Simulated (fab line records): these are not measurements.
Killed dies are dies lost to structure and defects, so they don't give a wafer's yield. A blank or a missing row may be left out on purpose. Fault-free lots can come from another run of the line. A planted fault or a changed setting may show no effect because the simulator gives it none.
Chamber matching ; flow nand-harc ; 4 sister chambers for NHARC_A_CHANNEL_FILL_D2_CMP_10 on cmp-03
The step polishes, target thk 150 nm. 4 wafers are shown with their chamber, then 7 later ones without.

EACH WAFER AND ITS CHAMBER
wafer;chamber;motor-current-A (A)
L241.2;3;11.8
L241.3;2;13.0
L243.1;0;11.5
L243.2;1;10.7

WAFERS WITH NO CHAMBER GIVEN
wafer;motor-current-A (A)
L243.5;11.4
L244.1;12.2
L244.3;10.9
L244.4;12.3
L245.2;10.8
L245.5;12.8
L245.6;11.7

WHICH CHAMBER EACH ONE RAN IN
wafer;from the rows above;in truth
L243.5;can't be placed: 0 or 3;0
L244.1;can't be placed: 3 or 0 or 2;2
L244.3;can't be placed: 1 or 0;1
L244.4;can't be placed: 3 or 2 or 0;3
L245.2;1;1
L245.5;2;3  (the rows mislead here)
L245.6;can't be placed: 3 or 0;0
Correct placement for 1 of the 7. These rows do not allow placing 5 (true chamber among the candidates in 5). Number placed wrongly: 1.
How it was worked out, from the rows above alone: a wafer's distance from a chamber is the root of the sum, over the readings, of the square of ((its reading less the chamber's mean) divided by the reading's scatter). The wafer belongs to the nearest chamber; if the next one is less than 2 further off, it can't be placed. The mean given for a chamber averages the wafers shown for that chamber. The scatter: root of mean squared gap, hidden wafer to nearest shown wafer, with one shown wafer a chamber.
